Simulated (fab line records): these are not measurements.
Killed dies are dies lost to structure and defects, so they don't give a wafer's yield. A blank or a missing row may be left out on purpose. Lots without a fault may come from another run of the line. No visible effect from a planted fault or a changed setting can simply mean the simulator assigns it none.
fab line records	flow n5Finfet
record lots=4	wafers=12	lastDay=16
route steps=1938 shown BEOL_M4@1099 BEOL_M5@1112 BEOL_M12@1649 PASSIVATION@1936
lots with no fault: from the same line, run without faults
startH: hours from the record's first day to the start of the lot's first wafer shown	waitH: hours elapsed since this lot's preceding step	" the same as in the row above	L1.1+2: a single row standing in for several wafers	- value missing, or start not given	* or withheld: withheld	< > ~ a bound
route shown NAME@n: NAME is a module with steps in the file, n the number in the route of the first one	usual: mean/standard deviation taken from wafers without a fault	same: alike in all rows	chamber/n: place in a boat	sites: the reading at each site	_std_site: standard deviation of those values	_edge_site: inner sites' mean taken away from outer sites' mean	radiusMm: for every site, how far away it sits from the centre of the wafer	mask NAME#n: copy n	behind: the most recent tool/chamber to have shaped the wafer	hold: the reason the lot was held/the length of the hold in hours/how it ended	device: transistor that didn't switch, given as n, p or np	end of line: the same wafers' tests at the end of the route	a step without rows: its recipe alone	killed: count of dies lost to structure and defects at first sort (not the wafer's yield)	map: the dies of a wafer, with x for killed, . for not killed, _ for no die there
set.NAME: the setting the step ran with; set.NAME@STEP: the setting that earlier step ran with	model.NAME: the simulator's own value behind a step, which no gauge read
lots at some steps of the route; a table a step, a row a wafer
services: from which hour (startH, from the record's first day; less than 0 if before it) a tool's chamber was out of use, for how many hours, and why
## steps
# step N5_BEOL_M4_ANNEAL_95
# recipe tempC=400	timeS=240	ambient=vacuum
# step N5_BEOL_M4_SPUTTER_96
# recipe material=Cu	targetThkA=45	tempC=-20	chamberPressurePa=0.07	powerW=withheld	timeS=8.29
# step N5_BEOL_M4_ECD_50
# recipe material=Cu	targetThkA=3000
# step N5_BEOL_M4_ANNEAL_51
# recipe tempC=225	timeS=90	ambient=N2
# step N5_BEOL_M4_CMP_52
# recipe stopOn=SiOC	tOverpolishS=6.8	downForcePsi=1	platenRpm=50	clearingPlatenDownForcePsi=1.5	clearingPlatenRpm=50	postCmpClean=cuAlkaline	targetThkNm=40	clearingPlatenPadVelocityMS=0.99484	padVelocityMS=0.99484
# step N5_BEOL_M4_PRE_CLEAN_60
# recipe gas=NH3/H2	timeS=15	tempC=*	rfPowerW=300
# step N5_BEOL_M4_CO_CAP_55
# recipe material=Co	targetThkA=20	tempC=200	precursor=CCTBA/H2	pressureTorr=30	timeS=102.1
# step N5_BEOL_M4_PRE_CLEAN_56
# recipe gas=NH3	timeS=15	tempC=withheld	rfPowerW=300
# step N5_BEOL_M4_DEP_57
# recipe material=SiCN	targetThkA=80	tempC=withheld	precursor=3MS/NH3	pressureTorr=3	rfW=202	timeS=14
# step N5_BEOL_M4_RC_MEAS_101
# usual DIBL_N=36.3/2.2	DIBL_P=36.0/2.4	IOFF_N=0.16/0.042	IOFF_P=0.22/0.041	ION_N=672/14	ION_P=462/7.9	SS_N=71.7/0.76	SS_P=73.3/0.72	VT_N=250/3.6	VT_P=-249/3
lot.wafer	tool	chamber	startH	waitH	DIBL_N[mV/V]	DIBL_P[mV/V]	IOFF_N[nA/um]	IOFF_P[nA/um]	ION_N[uA/um]	ION_P[uA/um]	SS_N[mV/dec]	SS_P[mV/dec]	VT_N[mV]	VT_P[mV]
L184.1	prober-01	0	219.96	0.0	37.7	35.5	0.15	0.23	667	467	71.8	73.7	254	-249
L184.3	"	0	"	"	35.2	32.9	0.12	0.18	659	454	70.6	72.1	254	-253
L184.6	"	0	"	"	36.2	34.2	0.13	0.19	652	453	71.6	73.0	254	-250
L183.1	prober-02	0	221.99	0.2	37.3	35.8	0.16	0.21	671	451	72.1	72.9	252	-252
L183.2	"	0	"	"	36.7	34.7	0.14	0.20	650	451	71.9	72.8	252	-250
L183.3	"	0	"	"	42.4	44.1	0.31	0.40	709	477	72.8	75.9	240	-242
L188.2	prober-02	0	249.84	0.2	36.3	37.3	0.21	0.30	674	472	72.5	73.7	247	-243
L188.3	"	0	"	"	30.9	30.9	0.10	0.18	655	463	70.6	72.4	256	-248
L188.4	"	0	"	"	31.3	31.8	0.11	0.19	669	470	71.0	72.7	252	-251
L190.1	prober-01	0	269.53	0.0	33.7	33.3	0.11	0.15	661	456	70.8	72.6	257	-256
L190.5	"	0	"	"	33.9	32.6	0.11	0.15	644	437	71.5	72.1	253	-253
L190.6	"	0	"	"	31.5	30.9	0.09	0.13	651	452	70.0	71.6	256	-256
# step N5_BEOL_M5_ILD_DEP_00
# recipe material=SiCOH_lowk	targetThkA=1406.4	tempC=300	precursor=DEMS/porogen	pressureTorr=5	rfW=500	timeS=25.9
# step N5_BEOL_M5_CURE_79
# recipe tempC=385	timeS=240	ambient=He/Ar	material=SiCOH_lowk
# step N5_BEOL_M5_PECVD_70
# recipe material=SiO2	targetThkA=160	tempC=400	precursor=TEOS/O2	pressureTorr=5.5	rfW=450	teosFlowSccm=53.8	gas=O2	flowSccm=3000	timeS=18
# step N5_BEOL_M5_HM_DEP_02
# recipe material=TiN	targetThkA=200	tempC=25	chamberPressurePa=0.49996
# step N5_BEOL_M5_COAT_59
# recipe resist=SOC	tempC=250	timeS=60	spinRpm=1500	resistThkNm=60
# step N5_BEOL_M5_COAT_60
# recipe resist=SiARC	tempC=220	timeS=60	spinRpm=1500	resistThkNm=12
# step N5_BEOL_M5_COAT_71
# recipe resist=underlayer	tempC=205	timeS=60	spinRpm=1500	resistThkNm=5
# step N5_BEOL_M5_COAT_05
# recipe resist=CAR-EUV	spinRpm=1500	resistThkNm=30
# step N5_BEOL_M5_EBR_07
# recipe solvent=PGMEA	ebrWidthMm=1.5
# step N5_BEOL_M5_SOFTBAKE_06
# recipe tempC=110	timeS=60	resist=CAR-EUV
# step N5_BEOL_M5_EXPOSE_08
# recipe maskId=M5	na=0.33	sourceShape=annular	sigmaInner=0.4	sigmaOuter=0.8	polarization=unpolarized	targetCdNm=28	doseMj=35.75
# step N5_BEOL_M5_PEB_09
# recipe pebTempC=100	pebTimeS=60	resist=CAR-EUV
# step N5_BEOL_M5_DEVELOP_10
# recipe developTimeS=30	developer=TMAH	resist=CAR-EUV	rinseLiquid=surfactantRinse	dry=airSpin	devTempC=23
# step N5_BEOL_M5_DESCUM_16
# recipe chemistry=O2	timeS=7	sourcePowerW=50	biasPowerW=20	pressureMtorr=20	rfFrequencyHz=2.712e+07	tempC=40	resist=CAR-EUV	o2FlowSccm=225
# step N5_BEOL_M5_ETCH_72
# recipe chemistry=N2/H2	target=underlayer	targetDepthA=65	maskMaterial=CAR-EUV	timeS=5.2	ionEnergyEv=200	pressureMtorr=30	sourceW=840	biasW=150	n2FlowSccm=200	h2FlowSccm=200	ends=cleared
# step N5_BEOL_M5_ETCH_61
# recipe chemistry=CF4	target=SiARC	targetDepthA=156	maskMaterial=CAR-EUV	timeS=26	ionEnergyEv=80	pressureMtorr=40	sourceW=545	biasW=36	Ar_flow_sccm=100	cf4FlowSccm=100	ends=cleared
# step N5_BEOL_M5_ETCH_62
# recipe chemistry=N2/H2	target=SOC	targetDepthA=750	overetchA=150	maskMaterial=SiARC	tempC=40	timeS=112.5	ionEnergyEv=200	pressureMtorr=30	sourceW=840	biasW=150	n2FlowSccm=200	h2FlowSccm=200
# step N5_BEOL_M5_STRIP_63
# recipe chemistry=N2/H2	tempC=40	n2FlowSccm=200	h2FlowSccm=200	rfFrequencyHz=6e+07
# step N5_BEOL_M5_STRIP_73
# recipe chemistry=N2/H2	tempC=40	n2FlowSccm=200	h2FlowSccm=200	rfFrequencyHz=6e+07
# step N5_BEOL_M5_STRIP_64
# recipe chemistry=CF4	resist=SiARC	powerW=300	biasPowerW=75	pressureMtorr=50	cf4FlowSccm=150	rfFrequencyHz=6e+07
# step N5_BEOL_M5_HM_OPEN_17
# recipe chemistry=Cl2/BCl3	targetDepthA=200	overetchA=60	target=TiN	maskMaterial=SOC	ionEnergyEv=150	pressureMtorr=10	icpW=1000	biasW=126	Cl2_flow_sccm=53.25	bcl3FlowSccm=21.75	Ar_flow_sccm=25
# step N5_BEOL_M5_STRIP_19
# recipe chemistry=O2	powerW=400	tempC=40	pressureMtorr=30	rfFrequencyHz=6e+07	biasPowerW=0	overashFraction=0.2	o2FlowSccm=225
# step N5_BEOL_M5_COAT_65
# recipe resist=SOC	tempC=250	timeS=60	spinRpm=1500	resistThkNm=60
# step N5_BEOL_M5_COAT_66
# recipe resist=SiARC	tempC=220	timeS=60	spinRpm=1500	resistThkNm=12
# step N5_BEOL_M12_SPUTTER_44
# recipe material=Ta	targetThkA=100	tempC=50	biasV=80	powerW=15000	chamberPressurePa=0.07	timeS=16.13
# usual biasV=80.1/0.84	cathodeDcPowerW=15000/2.6	throttleValvePct=30.7/1.3
lot.wafer	tool	chamber	startH	waitH	biasV	cathodeDcPowerW	throttleValvePct
L184.1	pvdSputter-01	-	288.83	0.0	-	-	-
L184.3	"	-	"	"	-	-	-
L184.6	"	-	"	"	-	-	-
L183.1	pvdSputter-03	-	289.25	0.0	-	-	-
L183.2	"	-	"	"	-	-	-
L183.3	"	-	"	"	-	-	-
L188.2	pvdSputter-03	-	324.38	0.0	78.2	15002	30.4
L188.3	"	-	"	"	78.7	15001	28.6
L188.4	"	-	"	"	79.4	15002	28.8
L190.1	pvdSputter-01	-	336.74	0.0	79.6	15008	30.8
L190.5	"	-	"	"	80.3	14998	31.1
L190.6	"	-	"	"	80.2	14997	32.6
# step N5_BEOL_M12_CMP_49
# recipe stopOn=SiOC	tOverpolishS=20.6	downForcePsi=1	platenRpm=50	clearingPlatenDownForcePsi=1.5	clearingPlatenRpm=50	postCmpClean=cuAlkaline	targetThkNm=320	clearingPlatenPadVelocityMS=0.99484	padVelocityMS=0.99484
# usual barrierFieldEndpointS=30.4/0.71	clearingPlatenDownForcePsi=1.5000/0.003	headPressurePsi=0.9997/0.0023	motorCurrentA=6.0/0.71	slurryFilterDpKPa=13.48/0.13
lot.wafer	tool	chamber	startH	waitH	barrierFieldEndpointS	clearingPlatenDownForcePsi	headPressurePsi	motorCurrentA	slurryFilterDpKPa	model.Cu_of_BEOL_M12_ECD_47.thkNm
L184.3	cmp-01	0	289.54	0.2	18.9	1.4997	0.9996	6.3	13.56	332.2
L184.1	"	2	"	"	18.5	1.4978	0.9989	6.6	13.57	328.2
L184.6	"	0	"	"	18.8	1.4960	0.9977	6.0	13.56	325.4
L183.1	cmp-03	3	289.89	0.3	18.3	1.5001	0.9999	7.1	13.48	320.6
L183.2	"	0	"	"	18.6	1.5056	0.9965	5.4	13.30	324.4
L183.3	"	1	"	"	18.2	1.5001	0.9997	4.5	13.17	328.2
L188.3	cmp-03	0	325.03	0.2	30.7	1.4978	1.0006	5.3	13.30	326
L188.2	"	1	"	"	30.9	1.4995	1.0024	4.7	13.56	317
L188.4	"	3	"	"	31.1	1.5045	0.9984	6.9	13.48	316
L190.1	cmp-03	1	337.49	0.3	30.7	1.5010	0.9984	4.7	13.54	317.2
L190.5	"	0	"	"	31.9	1.5034	0.9977	5.3	13.42	320.8
L190.6	"	1	"	"	30.4	1.5046	0.9979	4.7	13.61	318.2
# step N5_PASSIVATION_PROBE_49
# usual defectLimitedYield=91.3/1.7	killed_at_M0_to_M3=33/9.9	killed_at_M4_up=14/6.4	killedAtContacts=12/7	killedAtFrontEnd=41/13	killedAtOther=3.1/2.9	killedDies=103/20	killedOnRim=13/4	killedOpen=67/14	killedShort=34/9.4	sort_bin_4_leakage=0.03/0.24	sort_bin_5_function=5.1/1.1	sort_bin_6_memory=3.2/0.79	sort_bin_8_speed=0.02/0.15	sortNPass=1077/21	sortYieldPct=91.2/1.7
# same grossDies=1180	killedAtBackSide=0
lot.wafer	tool	chamber	startH	waitH	defectLimitedYield[%]	killed_at_M0_to_M3	killed_at_M4_up	killedAtContacts	killedAtFrontEnd	killedAtOther	killedDies	killedOnRim	killedOpen	killedShort	sort_bin_4_leakage[%]	sort_bin_5_function[%]	sort_bin_6_memory[%]	sort_bin_8_speed[%]	sortNPass	sortYieldPct[%]
L184.1	prober-02	-	317.36	0.0	81.4	43	118	5	51	3	220	63	77	37	0	14.2	3.6	0	960	81.4
L184.3	prober-02	-	317.46	0.1	82.6	23	138	8	33	3	205	37	68	29	0	14.0	3.3	0	975	82.6
L184.6	prober-02	-	317.61	0.3	80.3	25	136	13	58	0	232	41	63	42	0	15.4	3.2	0	948	80.3
L183.1	prober-02	-	324.82	0.0	81.2	36	106	23	55	2	222	62	79	40	0	13.4	4.7	0	958	81.2
L183.2	prober-02	-	324.87	0.1	81.3	21	141	17	27	15	221	17	56	37	0	15.0	3.2	0	959	81.3
L183.3	prober-02	-	324.92	0.1	82.1	34	122	14	40	1	211	42	54	34	0.93	14.1	3.0	0	958	81.2
L188.2	prober-01	-	362.36	0.1	92.4	26	9	6	37	12	90	7	53	34	0	4.9	2.4	0	1090	92.4
L188.3	prober-01	-	362.41	0.1	94.2	22	18	11	14	3	68	6	51	16	0	4.0	1.7	0	1112	94.2
L188.4	prober-01	-	362.46	0.2	92.7	20	10	9	39	8	86	14	61	24	0	4.2	2.8	0	1094	92.7
L190.1	prober-02	-	378.20	0.0	90.3	40	13	11	46	4	114	11	70	41	0	5.7	3.6	0	1066	90.3
L190.5	prober-02	-	378.40	0.2	91.4	28	17	4	52	1	102	13	60	34	0	4.6	2.9	0.34	1074	91.0
L190.6	prober-02	-	378.45	0.3	91.6	39	12	10	35	3	99	12	71	26	0	4.7	3.2	0.08	1080	91.5
# killed by level:class
L184.1 BEOL_M12:areaSputter=96 FIN_SAQP:geometricParticle:open=14 BEOL_M0_SAQP:geometricParticle:short=12 BEOL_M4:geometricParticle:open=11 BEOL_M1:geometricParticle:open=10 FIN_SAQP:geometricParticle:short=7 HKMG_FIN:areaEtch=7 BEOL_M2:geometricParticle:open=6
L184.3 BEOL_M12:areaSputter=106 BEOL_M4:geometricParticle:open=21 FIN_SAQP:geometricParticle:open=7 FIN_SAQP:geometricParticle:short=6 BEOL_M0_SAQP:geometricParticle:open=6 BEOL_M2:geometricParticle:open=6 MOL_CONTACT_COAG:geometricParticle:short=5 DUMMY_GATE:geometricParticle:open=4
L184.6 BEOL_M12:areaSputter=117 FIN_SAQP:geometricParticle:short=16 FIN_SAQP:geometricParticle:open=12 BEOL_M4:geometricParticle:open=11 MOL_CONTACT_COAG:geometricParticle:open=10 BEOL_M2:geometricParticle:open=10 HKMG_FIN:areaEtch=8 STI_FIN_REVEAL:geometricParticle:open=6
L183.1 BEOL_M12:areaSputter=96 MOL_CONTACT_COAG:geometricParticle:open=18 FIN_SAQP:geometricParticle:open=14 FIN_SAQP:geometricParticle:short=9 BEOL_M0_SAQP:geometricParticle:short=9 BEOL_M3:geometricParticle:open=8 BEOL_M0_SAQP:geometricParticle:open=8 HKMG_FIN:areaEtch=6
L183.2 BEOL_M12:areaSputter=127 MOL_CONTACT_COAG:geometricParticle:open=12 FIN_SAQP:geometricParticle:open=9 FIN_SAQP:geometricParticle:short=7 BEOL_M1:geometricParticle:open=6 BEOL_M4:geometricParticle:open=6 PAD_METAL:geometricParticle:short=6 MOL_CONTACT_COAG:geometricParticle:short=5
L183.3 BEOL_M12:areaSputter=116 FIN_SAQP:geometricParticle:open=11 BEOL_M1:geometricParticle:open=9 MOL_CONTACT_COAG:geometricParticle:open=8 BEOL_M0_SAQP:geometricParticle:short=7 MOL_CONTACT_COAG:geometricParticle:short=6 HKMG_FIN:areaEtch=6 DUMMY_GATE:geometricParticle:open=5
L188.2 GATE_CUT:geometricParticle:short=8 FIN_SAQP:geometricParticle:open=7 BEOL_M3:geometricParticle:open=7 STI_FIN_REVEAL:geometricParticle:open=7 BEOL_M0_SAQP:geometricParticle:open=6 MOL_CONTACT_COAG:geometricParticle:open=5 STARTING-WAFER:geometricParticle:open=4 BEOL_M2:geometricParticle:open=4
L188.3 MOL_CONTACT_COAG:geometricParticle:open=9 BEOL_M1:geometricParticle:open=7 BEOL_M5:geometricParticle:open=6 FIN_SAQP:geometricParticle:open=5 BEOL_M4:geometricParticle:open=5 BEOL_M0_SAQP:geometricParticle:short=4 DUMMY_GATE:geometricParticle:open=3 BEOL_M0_SAQP:geometricParticle:open=3
L188.4 FIN_SAQP:geometricParticle:open=12 MOL_CONTACT_COAG:geometricParticle:open=8 STI_FIN_REVEAL:geometricParticle:open=7 BEOL_M1:geometricParticle:open=6 GATE_CUT:geometricParticle:open=5 BEOL_M0_SAQP:geometricParticle:open=4 PASS1_CAP:geometricParticle:short=4 FIN_SAQP:geometricParticle:short=3
L190.1 BEOL_M0_SAQP:geometricParticle:short=16 STI_FIN_REVEAL:geometricParticle:open=13 FIN_SAQP:geometricParticle:open=12 MOL_CONTACT_COAG:geometricParticle:open=10 BEOL_M0_SAQP:geometricParticle:open=9 BEOL_M3:geometricParticle:open=9 FIN_SAQP:geometricParticle:short=6 BEOL_M5:geometricParticle:open=5
L190.5 STI_FIN_REVEAL:geometricParticle:open=14 FIN_SAQP:geometricParticle:short=13 BEOL_M3:geometricParticle:open=9 FIN_SAQP:geometricParticle:open=8 BEOL_M0_SAQP:geometricParticle:short=7 HKMG_FIN:areaEtch=7 BEOL_M0_SAQP:geometricParticle:open=5 MOL_CONTACT_COAG:geometricParticle:open=4
L190.6 BEOL_M0_SAQP:geometricParticle:open=11 MOL_CONTACT_COAG:geometricParticle:open=10 BEOL_M0_SAQP:geometricParticle:short=10 BEOL_M4:geometricParticle:open=8 FIN_SAQP:geometricParticle:open=7 DUMMY_GATE:geometricParticle:open=5 BEOL_M3:geometricParticle:open=5 FIN_SAQP:geometricParticle:short=4
# map L183.1 (x killed, . not)
_________________.x.xxx.x.xxx________________
______________xxxxx..x....xx.xxx_____________
___________xxx.x.xxxx....xx..x.xxxx__________
__________.x.x.x...x.x...x.x.xx....x_________
________x.xxx..........x.xxx.x.xxx..xx_______
_______xx...x...x..........x.....x.x.xx______
______....x...........................xx_____
_____.x....x......................x......____
____.xx..x.............x..........x.....xx___
___.xx.....x....xx..x.x.....xxx.....x..xx.x__
___xx..xxx....................x.......x.xx.__
__......x.x..x..x..........xx...........x..x_
__.................x......x...........x....x_
_.x...................x...............x...x..
_..x.x............xx.......x.............x..x
_...x.x.......x...........................x..
_x.....x.xxx....xx..........................x
_.x.x.x..x............x.x..........x....xx...
_x...........x.......x.....x.x...x......x....
_x.....x........x..........x..x...x..........
_....x..x............................x.x.x..x
__x......xx..x...x...........x.......xxx...._
__.x.x...x..............................x.xx_
___..x.xx..x........................xx.x...__
___...x....x.......................x..x..xx__
____...........x.....x..................xx___
_____.......x.......x...........x........____
______.....xx..................x....x..._____
_______.....x...................xx.....______
________........x..x..........x......._______
__________........x............x..x._________
___________x.....x...x.x..x........__________
______________....x............x_____________
_________________....x.......________________
# map L184.6 (x killed, . not)
_________________x.x...x.xx.x________________
______________.x....xx...xxxx..._____________
___________..xxxx.xx.xxx.x...xxx.x.__________
__________.........x...xxxxxxx..xxx._________
________x...x...x.x....xx...xxx.x.xx.._______
_______..x.....x.........xx..x........x______
______.x.....xx..xxx...x..x.....x..x.xx._____
_____..x...x.x..x..x.xx..xxx..xx....x.xxx____
____..x...x.....xxxx...x.xxx.xxx..x...x.x.___
___.xxx......x..x.......x.....x........x.x.__
___...x..x.........x.x.xx..x....x......x.xx__
__x.xx............x.x.....x..............xxx_
__...x...x...x.....xx...............x....xx._
_x..x..x.....x.........x......x.....x.......x
_x..x..x.....................x.....x.........
_....x.........x.......................x..x..
_..x...................x.x....x....x.x...x...
_....x................x......................
_.x..x.....x.x....x..x.......x..........x.xx.
_xx............x.........x..xx....x........x.
_....xx..x........x.....x....x..........xxx..
__x........x......x.......x.....x..........._
__x................x............x..........x_
___..x....x...x..............x..x..........__
___x.........................x......x....x.__
____..x................x.............x....___
_____..................x........x....x...____
______.........................x.......x_____
_______............x...x.............x.______
________.....x...........x....x......._______
__________..x...........x.......x..._________
___________x............x.....x....__________
______________.......x.....x.x.._____________
_________________x...........________________
## services
tool	chamber	startH	hours	kind
cmp-01	-	281.83	4.0	pm
cmp-01	-	285.83	-	consumableReplace:conditioner
cmp-01	-	285.83	-	consumableReplace:pad
cmp-03	-	305.92	0.2	repair
cmp-01	-	337.59	2.7	repair
## key
firstSign step=N5_BEOL_M12_SPUTTER_44	reading=toolRecord	direction=missing
effect step=N5_BEOL_M12_CMP_49	reading=barrierFieldEndpointS	direction=down	sigmas=17	usual=30.4	struck=18.5
effect step=N5_PASSIVATION_PROBE_49	reading=killed_at_M4_up	direction=up	sigmas=18	usual=14	struck=127
modelEffect step=N5_BEOL_M12_CMP_49	value=Cu_of_BEOL_M12_ECD_47.thkNm	without=316.5	struck=326.5
moreKillsBornAt N5_BEOL_M12_SPUTTER_44@pvdSputter-03=342	N5_BEOL_M12_SPUTTER_44@pvdSputter-01=324
metAt N5_BEOL_M12_SPUTTER_44
struckWafers L183.1,L183.2,L183.3,L184.1,L184.3,L184.6
fault kind=skippedStepWhole	tool=pvdSputter-01,pvdSputter-03	chamber=-	onsetH=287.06	steps=N5_BEOL_M12_SPUTTER_44	scope=struckLotsOnly
